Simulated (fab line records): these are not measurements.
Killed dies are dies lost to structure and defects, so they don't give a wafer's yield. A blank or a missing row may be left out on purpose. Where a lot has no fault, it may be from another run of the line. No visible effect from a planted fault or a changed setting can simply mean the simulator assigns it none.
fab line records	flow nand_harc
[record] lots = 6	wafers = 18	last_day = 24
route steps=1159 shown A_CHANNEL_HOLE_D1@457 END@1159
lots untouched by any fault: they come from a run of this same line in which no faults occurred
start_h: start of the lot's first displayed wafer, in hours after the record's first day	wait_h: hours since the lot's step before	" the same as in the row above	L1.1+2: a single row standing in for several wafers	- value missing, or start not given	* or withheld: withheld	< > ~ a bound
route shown NAME@n: a module of which the file shows steps, and the number in the route of the first	usual: mean/standard deviation of fault-free wafers	same: alike in all rows	chamber/n: place in a boat	sites: each site's reading	_std_site: the standard deviation of these	_edge_site: mean of outer sites minus mean of inner sites	radius_mm: for every site, how far away it sits from the centre of the wafer	mask NAME#n: copy n	behind: the most recent tool/chamber to have shaped the wafer	hold: why the lot was held/for how many hours/how that ended	device: which transistor (n, p or np) failed to switch	end of line: the tests these same wafers got at the end of their route	step lacking rows: just its recipe	killed: dies that structure and defects cost at the first sort, which is not the same as the wafer's yield	map: shows each die of a wafer: x if killed, . if not, _ if none is there
set.NAME: the run value of the setting; set.NAME@STEP: its run value at that earlier step	model.NAME: the simulator's own value behind a step, which no gauge read
certain route steps with their lots: each step a table, each wafer a row
services: from which hour (start_h, from the record's first day; less than 0 if before it) a tool's chamber was out of use, for how many hours, and why
[[steps]]
[step NHARC_A_CHANNEL_HOLE_D1_SOFTBAKE_05]
[recipe] temp_c = 105	time_s = 55
[step NHARC_A_CHANNEL_HOLE_D1_EBR_06]
[step NHARC_A_CHANNEL_HOLE_D1_EXPOSE_07]
[recipe] na = 1.35	target_cd_nm = 100	sigma_outer = 0.3	dose_mj = 59.65	mask_id = HOLE_D1
[step NHARC_A_CHANNEL_HOLE_D1_PEB_08]
[recipe] peb_temp_c = 100	peb_time_s = 65
[step NHARC_A_CHANNEL_HOLE_D1_DEVELOP_09]
[recipe] develop_time_s = 35	dev_temp_c = 23
[step NHARC_A_CHANNEL_HOLE_D1_CD_MEAS_10]
[recipe] target_cd_nm = 100	landing_energy_ev = 500
[usual] cd_nm = 100.0/0.66
lot.wafer	tool	chamber	start_h	wait_h	cd_nm
L640.1	cd_sem-03	0	193.33	-	99.5
L640.4	"	0	"	"	99.7
L640.5	"	0	"	"	99.6
L643.1	cd_sem-02	0	208.56	-	99.7
L643.5	"	0	"	"	100.8
L643.6	"	0	"	"	100.5
L644.1	cd_sem-02	0	221.76	-	100.4
L644.4	"	0	"	"	99.8
L644.6	"	0	"	"	100.0
L652.3	cd_sem-02	0	266.82	-	100.5
L652.4	"	0	"	"	99.4
L652.5	"	0	"	"	100.4
L655.1	cd_sem-01	0	272.63	-	100.7
L655.2	"	0	"	"	100.5
L655.6	"	0	"	"	100.8
L658.2	cd_sem-03	0	301.40	-	99.5
L658.5	"	0	"	"	100.0
L658.6	"	0	"	"	100.3
[step NHARC_A_CHANNEL_HOLE_D1_OVL_MEAS_11]
[usual] overlay_x_nm = -0.5/0.95	overlay_y_nm = 0.1/0.73
lot.wafer	tool	chamber	start_h	wait_h	overlay_x_nm	overlay_y_nm
L640.1	overlay-02	-	193.41	-	0.1	-0.1
L640.4	"	-	"	"	-0.6	0.3
L640.5	"	-	"	"	-0.6	0.2
L643.1	overlay-02	-	208.65	-	0.7	-0.1
L643.5	"	-	"	"	0.6	-0.5
L643.6	"	-	"	"	0.6	-0.1
L644.1	overlay-02	-	221.85	-	-1.9	0.4
L644.4	"	-	"	"	-1.4	0.1
L644.6	"	-	"	"	-1.9	0.2
L652.3	overlay-02	-	266.91	-	-0.7	0.6
L652.4	"	-	"	"	-0.9	0.5
L652.5	"	-	"	"	-0.7	0.0
L655.1	overlay-02	-	272.72	-	-0.7	0.5
L655.2	"	-	"	"	0.0	0.2
L655.6	"	-	"	"	-0.6	0.5
L658.2	overlay-01	-	301.50	-	-1.7	0.3
L658.5	"	-	"	"	-2.3	0.1
L658.6	"	-	"	"	-2.2	0.1
[step NHARC_A_CHANNEL_HOLE_D1_INSPECT_12]
[usual] raw_defect_count = 6/3
lot.wafer	tool	chamber	start_h	wait_h	raw_defect_count
L640.1	defect_inspect-01	-	193.45	0.0	4
L640.4	"	-	"	"	5
L640.5	"	-	"	"	10
L643.1	defect_inspect-02	-	208.68	0.0	1
L643.5	"	-	"	"	5
L643.6	"	-	"	"	3
L644.1	defect_inspect-02	-	221.88	0.0	8
L644.4	"	-	"	"	7
L644.6	"	-	"	"	3
L652.3	defect_inspect-02	-	266.95	0.0	4
L652.4	"	-	"	"	5
L652.5	"	-	"	"	3
L655.1	defect_inspect-01	-	272.76	0.0	5
L655.2	"	-	"	"	4
L655.6	"	-	"	"	1
L658.2	defect_inspect-01	-	301.56	0.1	6
L658.5	"	-	"	"	3
L658.6	"	-	"	"	0
[step NHARC_A_CHANNEL_HOLE_D1_DESCUM_15]
[recipe] time_s = 3	o2_flow_sccm = 200	ar_flow_sccm = 0	bias_power_w = 0	chemistry = O2
[usual] drypump_motor_current_A = 5.7/0.4	oes_product_au = 0.998/0.015	rf_vpp_V = 57.8/0.9	showerhead_plenum_p_Torr = 1.94/0.073	throttle_valve_pct = 11.311/0.0079
lot.wafer	tool	chamber	start_h	wait_h	drypump_motor_current_A	oes_product_au	rf_hours_counter_h	rf_vpp_V	showerhead_plenum_p_Torr	throttle_valve_pct
L640.4	rie_diel-01	3	193.51	0.1	5.8	1.004	3	58.0	1.91	11.311
L640.1	"	1	"	"	5.5	0.982	3	59.3	1.92	11.317
L640.5	"	0	"	"	6.4	1.002	-	57.9	2.06	11.314
L643.1	rie_diel-06	2	208.76	0.1	5.2	1.013	9	59.2	2.01	11.319
L643.5	"	0	"	"	5.5	0.994	-	57.6	1.96	11.316
L643.6	"	1	"	"	5.7	0.996	-	57.5	1.88	11.294
L644.1	rie_diel-01	0	221.96	0.1	6.4	0.991	6	57.7	2.06	11.317
L644.4	"	1	"	"	5.5	0.989	5	58.1	1.92	11.307
L644.6	"	0	"	"	6.4	0.986	-	57.5	2.06	11.322
L652.3	rie_diel-06	3	267.01	0.1	5.6	1.034	2	55.5	1.90	11.311
L652.4	"	2	"	"	5.2	1.002	1	58.9	2.01	11.304
L652.5	"	3	"	"	5.7	1.030	-	56.7	1.90	11.317
L655.1	rie_diel-06	1	272.82	0.1	5.7	1.007	2	56.6	1.88	11.313
L655.2	"	3	"	"	5.6	1.038	2	57.3	1.90	11.303
L655.6	"	2	"	"	5.2	0.998	-	56.9	2.01	11.313
L658.2	rie_diel-01	3	301.63	0.1	5.8	0.996	11	58.2	1.91	11.300
L658.5	"	2	"	"	5.7	1.020	-	58.0	1.91	11.300
L658.6	"	3	"	"	5.8	0.995	-	59.2	1.91	11.309
[step NHARC_A_CHANNEL_HOLE_D1_ETCH_38]
[recipe] target_depth_a = 390	over_etch_frac = 0.3	time_s = 65	ion_energy_ev = 80	cf4_flow_sccm = 150	ar_flow_sccm = 0	rf_w = 300	bias_w = 100	chemistry = CF4
[usual] bias_w = 100.03/0.26	drypump_motor_current_A = 5.7/0.39	oes_product_au = 0.997/0.015	rf_vpp_V = 151.5/1.2	showerhead_plenum_p_Torr = 1.79/0.062	throttle_valve_pct = 13.285/0.0091
lot.wafer	tool	chamber	start_h	wait_h	bias_w	drypump_motor_current_A	oes_product_au	rf_hours_counter_h	rf_vpp_V	showerhead_plenum_p_Torr	throttle_valve_pct
L640.4	rie_diel-01	2	193.60	0.1	99.97	5.7	1.023	2	151.2	1.77	13.296
L640.1	"	0	"	"	99.78	6.4	0.990	3	153.1	1.89	13.270
L640.5	"	2	"	"	99.83	5.7	1.026	-	152.1	1.77	13.276
L643.1	rie_diel-06	2	208.84	0.1	99.62	5.2	1.016	9	152.0	1.85	13.295
L643.5	"	0	"	"	100.08	5.5	0.981	-	152.2	1.81	13.292
L643.6	"	1	"	"	99.99	5.7	0.996	-	150.5	1.74	13.272
L644.4	rie_diel-01	1	222.17	0.2	100.08	5.5	0.971	6	151.0	1.77	13.297
L644.1	"	3	"	"	100.23	5.8	0.999	6	151.3	1.76	13.282
L644.6	"	1	"	"	100.00	5.5	0.982	-	152.0	1.77	13.280
L652.3	rie_diel-06	0	267.09	0.1	100.02	5.5	0.991	2	152.5	1.81	13.293
L652.4	"	2	"	"	99.58	5.2	1.012	1	152.7	1.85	13.280
L652.5	"	0	"	"	99.88	5.5	0.988	-	152.3	1.81	13.259
L655.1	rie_diel-06	1	272.91	0.1	100.10	5.7	1.010	2	151.9	1.74	13.292
L655.2	"	2	"	"	99.82	5.2	1.017	2	152.5	1.85	13.293
L655.6	"	1	"	"	99.83	5.7	1.006	-	151.9	1.74	13.281
L658.2	rie_diel-01	0	301.71	0.1	99.75	6.4	0.985	12	152.1	1.89	13.283
L658.6	"	0	"	"	100.45	6.4	0.986	-	152.3	1.89	13.273
L658.5	"	1	"	"	99.93	5.6	0.987	-	151.8	1.77	13.286
[step NHARC_A_CHANNEL_HOLE_D1_ETCH_39]
[recipe] target_depth_a = 2600	over_etch_frac = 0.3	time_s = 325	ion_energy_ev = 200	n2_flow_sccm = 150	h2_flow_sccm = 150	ar_flow_sccm = 0	rf_w = 400	bias_w = 150	chemistry = N2/H2
[usual] bias_w = 150.0/0.45	drypump_motor_current_A = 5.7/0.39	oes_product_au = 0.997/0.017	rf_vpp_V = 431.2/2.4	showerhead_plenum_p_Torr = 2.07/0.08	throttle_valve_pct = 14.171/0.0097
lot.wafer	tool	chamber	start_h	wait_h	bias_w	drypump_motor_current_A	oes_product_au	rf_hours_counter_h	rf_vpp_V	showerhead_plenum_p_Torr	throttle_valve_pct
L640.1	rie_diel-01	0	-	-	150.3	6.4	0.998	3	434.9	2.20	14.184
L640.4	"	3	"	"	149.7	5.8	1.002	3	429.5	2.03	14.172
L640.5	"	1	"	"	149.8	5.5	0.959	-	432.2	2.05	14.181
L643.1	rie_diel-06	1	-	-	150.0	5.6	0.994	8	428.8	2.00	14.176
L643.5	"	0	"	"	150.5	5.6	0.988	-	432.7	2.09	14.187
L643.6	"	1	"	"	150.1	5.6	1.002	-	429.4	2.00	14.168
L644.4	rie_diel-01	0	-	-	149.5	6.4	0.994	6	434.5	2.20	14.174
L644.1	"	1	"	"	150.4	5.5	0.986	6	429.8	2.05	14.175
L644.6	"	0	"	"	150.7	6.4	1.005	-	435.7	2.20	14.168
L652.3	rie_diel-06	3	-	-	150.6	5.7	1.035	2	429.9	2.03	14.161
L652.4	"	1	"	"	149.4	5.7	1.005	2	430.4	2.00	14.169
L652.5	"	0	"	"	150.0	5.5	0.993	-	430.6	2.09	14.169
L655.2	rie_diel-06	2	-	-	149.7	5.2	1.009	2	435.2	2.14	14.160
L655.1	"	1	"	"	149.7	5.6	1.004	2	431.2	2.00	14.162
L655.6	"	2	"	"	149.4	5.2	1.009	-	432.7	2.14	14.182
L658.2	rie_diel-01	3	-	-	149.4	5.8	0.998	11	430.3	2.03	14.165
L658.5	"	2	"	"	150.1	5.7	1.021	-	431.4	2.04	14.176
L658.6	"	3	"	"	149.9	5.8	0.998	-	429.6	2.03	14.151
[step NHARC_A_CHANNEL_HOLE_D1_ETCH_34]
[recipe] target_depth_a = 1540	time_s = 77	cf4_flow_sccm = 100	chf3_flow_sccm = 30	ar_flow_sccm = 0	rf_w = 500	bias_w = 200	chemistry = CF4/CHF3
[usual] bias_w = 199.9/0.6	drypump_motor_current_A = 5.7/0.42	oes_product_au = 0.943/0.027	rf_vpp_V = 371.4/2	showerhead_plenum_p_Torr = 1.60/0.057	throttle_valve_pct = 16.803/0.0094
lot.wafer	tool	chamber	start_h	wait_h	bias_w	drypump_motor_current_A	oes_product_au	rf_hours_counter_h	rf_vpp_V	showerhead_plenum_p_Torr	throttle_valve_pct
L640.1	rie_diel-01	3	-	-	201.1	5.8	0.949	3	370.7	1.57	16.802
L640.4	"	0	"	"	200.1	6.4	0.955	3	372.9	1.69	16.800
L640.5	"	0	"	"	200.1	6.4	0.960	-	374.8	1.69	16.815
L643.1	rie_diel-06	2	-	-	200.2	5.2	0.933	9	372.6	1.65	16.789
L643.5	"	1	"	"	199.1	5.6	0.926	-	369.3	1.55	16.801
L643.6	"	2	"	"	200.2	5.2	0.945	-	373.7	1.65	16.825
L644.1	rie_diel-01	2	-	-	200.6	5.7	0.950	5	370.6	1.57	16.797
L644.4	"	3	"	"	200.2	5.8	0.938	6	371.5	1.57	16.798
L644.6	"	0	"	"	200.3	6.4	0.913	-	373.5	1.68	16.791
L652.4	rie_diel-06	1	-	-	200.8	5.7	0.985	2	369.4	1.54	16.798
L652.3	"	2	"	"	200.3	5.2	0.993	2	373.3	1.65	16.802
L652.5	"	1	"	"	201.1	5.7	0.988	-	369.7	1.54	16.818
L655.2	rie_diel-06	2	-	-	200.6	5.2	0.964	2	373.3	1.65	16.801
L655.1	"	3	"	"	199.2	5.6	1.007	2	369.2	1.57	16.788
L655.6	"	3	"	"	199.8	5.6	1.007	-	370.0	1.57	16.817
L658.2	rie_diel-01	0	-	-	199.2	6.4	0.910	12	375.2	1.68	16.807
L658.6	"	2	"	"	200.3	5.7	0.940	-	370.0	1.57	16.802
L658.5	"	3	"	"	199.1	5.8	0.922	-	370.8	1.57	16.801
[step NHARC_A_CHANNEL_HOLE_D1_ETCH_16]
[recipe] target_depth_a = 31000	over_etch_frac = 0.3	time_s = 806	ion_energy_ev = 150	o2_flow_sccm = 400	cos_flow_sccm = 20	ar_flow_sccm = 0	rf_w = 500	bias_w = 300	chemistry = O2/COS
[usual] bias_w = 300.0/0.9	drypump_motor_current_A = 5.7/0.39	oes_product_au = 0.998/0.015	rf_vpp_V = 314.7/1.8	showerhead_plenum_p_Torr = 3.16/0.11	throttle_valve_pct = 28.330/0.0097
lot.wafer	tool	chamber	start_h	wait_h	bias_w	drypump_motor_current_A	oes_product_au	rf_hours_counter_h	rf_vpp_V	showerhead_plenum_p_Torr	throttle_valve_pct
L640.4	rie_diel-01	3	194.04	-	301.7	5.8	0.994	3	314.1	3.11	28.330
L640.1	"	1	"	"	300.6	5.6	0.987	4	314.3	3.13	28.342
L640.5	"	3	"	"	300.8	5.8	0.998	-	314.3	3.11	28.329
L643.1	rie_diel-06	0	209.44	-	299.7	5.5	0.993	8	314.8	3.20	28.319
L643.6	"	1	"	"	300.2	5.6	0.997	-	311.8	3.07	28.331
L643.5	"	2	"	"	299.1	5.2	1.010	-	317.1	3.27	28.319
L644.4	rie_diel-01	0	222.61	-	299.2	6.5	0.996	6	317.4	3.34	28.340
L644.1	"	2	"	"	299.6	5.8	1.032	5	315.5	3.12	28.322
L644.6	"	0	"	"	299.0	6.5	0.993	-	315.4	3.34	28.328
L652.3	rie_diel-06	1	267.54	-	298.2	5.6	1.008	2	312.5	3.06	28.334
L652.4	"	0	"	"	300.1	5.5	0.992	2	315.2	3.20	28.342
L652.5	"	2	"	"	299.9	5.3	1.199	-	315.2	3.27	28.328
L655.2	rie_diel-06	3	273.46	-	298.6	5.7	1.242	2	313.1	3.11	28.348
L655.1	"	0	"	"	299.2	5.5	0.992	2	315.1	3.20	28.341
L655.6	"	1	"	"	298.5	5.7	1.005	-	314.1	3.06	28.320
L658.2	rie_diel-01	3	302.26	-	299.9	5.8	1.004	12	313.7	3.11	28.325
L658.5	"	1	"	"	298.8	5.6	0.976	-	313.3	3.13	28.334
L658.6	"	2	"	"	300.5	5.7	1.016	-	314.5	3.12	28.336
[step NHARC_A_CHANNEL_HOLE_D1_CD_MEAS_18]
[usual] cd_nm = 99/3.6
lot.wafer	tool	chamber	start_h	wait_h	cd_nm
L640.1	cd_sem-02	-	194.62	-	98
L640.4	"	-	"	"	97
L640.5	"	-	"	"	99
L643.1	cd_sem-01	-	209.85	-	98
L643.5	"	-	"	"	104
L643.6	"	-	"	"	99
L644.1	cd_sem-03	-	223.18	-	102
L644.4	"	-	"	"	101
L644.6	"	-	"	"	103
L652.3	cd_sem-02	-	268.13	-	89
L652.4	"	-	"	"	100
L652.5	"	-	"	"	101
L655.1	cd_sem-01	-	273.93	-	101
L655.2	"	-	"	"	98
L655.6	"	-	"	"	95
L658.2	cd_sem-02	-	302.73	-	99
L658.5	"	-	"	"	99
L658.6	"	-	"	"	99
[step NHARC_END_SORT_01]
[recipe] temp_c = 25
[usual] killed_at_array = 29/11	killed_at_other = 0.5/0.89	killed_at_periphery = 3.3/2	killed_dies = 32/11	killed_open = 3.1/1.9	killed_short = 2.3/1.6
[same] gross_dies = 677
lot.wafer	tool	chamber	start_h	wait_h	killed_at_array	killed_at_other	killed_at_periphery	killed_dies	killed_open	killed_short
L640.1	prober-01	0	478.38	2.5	35	0	5	40	4	2
L640.4	prober-01	0	480.80	3.4	26	1	4	31	5	1
L640.5	prober-01	0	481.61	3.7	38	3	4	45	2	0
L644.1	prober-02	0	486.22	2.5	38	3	4	45	8	1
L644.4	prober-02	0	488.62	3.4	28	2	3	33	5	0
L644.6	prober-02	0	490.22	4.0	32	2	2	36	2	3
L655.1	prober-02	0	546.62	2.5	44	0	4	48	3	2
L655.2	prober-02	0	547.41	2.8	49	0	1	50	2	1
L655.6	prober-02	0	550.58	4.0	43	0	0	43	1	1
L652.3	prober-01	0	548.07	3.1	43	1	5	49	9	5
L652.4	prober-01	0	548.88	3.4	29	0	1	30	1	0
L652.5	prober-01	0	549.69	3.7	39	0	4	43	3	6
// killed by level:class
L640.1 A_CHANNEL_HOLE_D1:chamber_film_flake=15 A_SLIT:chamber_film_flake=13 A_CONTACT:chamber_film_flake=2 P_M1:geometric_particle:open=1 P_M1:geometric_particle:short=1 P_M2:geometric_particle:open=1 A_ONON_D1:geometric_particle:short=1 A_CHANNEL_FILL_D1:geometric_particle:open=1
L640.4 A_CHANNEL_HOLE_D1:chamber_film_flake=9 A_SLIT:chamber_film_flake=9 A_BLC:geometric_particle:open=2 A_STAIRCASE:chamber_film_flake=2 P_M0:geometric_particle:short=1 P_M2:geometric_particle:open=1 A_WL_FILL:geometric_particle:open=1 A_M1:geometric_particle:open=1
L640.5 A_SLIT:chamber_film_flake=18 A_CHANNEL_HOLE_D1:chamber_film_flake=16 A_STAIRCASE:chamber_film_flake=3 THIN_TSV:chamber_film_flake=3 P_M0:chamber_film_flake=2 P_GATE:geometric_particle:open=1 A_BLC:geometric_particle:open=1 P_CONTACT:chamber_film_flake=1
L644.1 A_CHANNEL_HOLE_D1:chamber_film_flake=22 A_WL_FILL:chamber_film_flake=4 A_M0:geometric_particle:open=3 A_CONTACT:chamber_film_flake=3 THIN_TSV:chamber_film_flake=3 A_BLC:geometric_particle:open=2 P_M0:geometric_particle:open=1 A_CHANNEL_HOLE_D1:geometric_particle:open=1
L644.4 A_CHANNEL_HOLE_D1:chamber_film_flake=21 P_CONTACT:geometric_particle:open=2 A_CONTACT:chamber_film_flake=2 THIN_TSV:chamber_film_flake=2 A_CHANNEL_HOLE_D1:geometric_particle:open=1 A_M0:geometric_particle:open=1 A_M1:geometric_particle:open=1 P_STI:chamber_film_flake=1
L644.6 A_CHANNEL_HOLE_D1:chamber_film_flake=19 A_STAIRCASE:chamber_film_flake=4 A_WL_FILL:chamber_film_flake=3 A_CONTACT:chamber_film_flake=3 THIN_TSV:chamber_film_flake=2 P_M0:geometric_particle:open=1 P_M1:geometric_particle:open=1 A_CHANNEL_HOLE_D1:geometric_particle:short=1
L655.1 A_CHANNEL_HOLE_D1:chamber_film_flake=18 A_SLIT:chamber_film_flake=16 A_STAIRCASE:chamber_film_flake=6 P_STI:chamber_film_flake=2 P_CONTACT:geometric_particle:open=1 P_M0:geometric_particle:open=1 A_ONON_D1:geometric_particle:short=1 A_WL_FILL:geometric_particle:short=1
L655.2 A_CHANNEL_HOLE_D1:chamber_film_flake=23 A_SLIT:chamber_film_flake=15 A_CONTACT:chamber_film_flake=6 A_STAIRCASE:chamber_film_flake=3 P_CONTACT:geometric_particle:open=1 A_CHANNEL_HOLE_D1:geometric_particle:open=1 A_WL_FILL:geometric_particle:short=1
L652.3 A_CHANNEL_HOLE_D1:chamber_film_flake=21 A_CONTACT:chamber_film_flake=4 A_M0:geometric_particle:open=3 A_STAIRCASE:chamber_film_flake=3 A_CONTACT:geometric_particle:open=2 A_M1:chamber_film_flake=2 P_CONTACT:geometric_particle:open=1 P_CONTACT:geometric_particle:short=1
L652.4 A_CHANNEL_HOLE_D1:chamber_film_flake=23 A_CONTACT:chamber_film_flake=3 A_M1:chamber_film_flake=2 P_M0:geometric_particle:open=1 A_STAIRCASE:chamber_film_flake=1
L652.5 A_CHANNEL_HOLE_D1:chamber_film_flake=22 A_CONTACT:chamber_film_flake=5 A_WL_FILL:chamber_film_flake=3 A_STAIRCASE:chamber_film_flake=2 P_GATE:geometric_particle:open=1 P_CONTACT:geometric_particle:short=1 A_ONON_D1:geometric_particle:short=1 A_CHANNEL_FILL_D1:geometric_particle:short=1
L655.6 A_CHANNEL_HOLE_D1:chamber_film_flake=20 A_SLIT:chamber_film_flake=14 A_STAIRCASE:chamber_film_flake=4 A_CONTACT:chamber_film_flake=3 A_CHANNEL_FILL_D1:geometric_particle:short=1 A_M0:geometric_particle:open=1
[[services]]
tool	chamber	start_h	hours	kind
rie_diel-01	2	170.71	1.5	repair
rie_diel-06	0	171.34	-	clean
rie_diel-06	1	171.34	-	clean
rie_diel-06	2	171.34	-	clean
rie_diel-06	3	171.34	-	clean
rie_diel-01	0	171.79	-	clean
rie_diel-01	1	171.79	-	clean
rie_diel-01	3	171.79	-	clean
rie_diel-06	0	195.84	-	clean
rie_diel-06	1	195.84	-	clean
rie_diel-06	2	195.84	-	clean
rie_diel-06	3	195.84	-	clean
rie_diel-01	0	196.49	-	clean
rie_diel-01	1	196.49	-	clean
rie_diel-01	2	196.49	-	clean
rie_diel-01	3	196.49	-	clean
rie_diel-06	-	212.17	0.3	repair
rie_diel-06	0	220.34	-	clean
rie_diel-06	1	220.34	-	clean
rie_diel-06	2	220.34	-	clean
rie_diel-06	3	220.34	-	clean
rie_diel-01	0	220.99	-	clean
rie_diel-01	1	231.47	15.1	repair
rie_diel-06	-	241.20	9.0	pm
[[key]]
[first_sign] step = NHARC_A_CHANNEL_HOLE_D1_ETCH_16	reading = oes_product_au	direction = up	sigmas = 15	usual = 0.998	struck = 1.220
effect none on later readings
met_at NHARC_A_CHANNEL_HOLE_D1_ETCH_16
struck_wafers L652.5,L655.2
tester_left_out L652,L655
onset_between 209.44 267.54
[fault] kind = process_parameter_drift	tool = rie_diel-06	chamber = -	onset_h = 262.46	steps = NHARC_A_CHANNEL_HOLE_D1_ETCH_16	channel = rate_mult	offset = 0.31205	shape = step	end_h = 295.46	scope = struck_wafers_only
// tester_left_out: of these lots the tester's yield and bins aren't shown, on N5 and GAA mostly nor the transistor test; their killed dies are dies lost to structure and defects alone, not to doping, threshold or leakage, so they don't give the yield
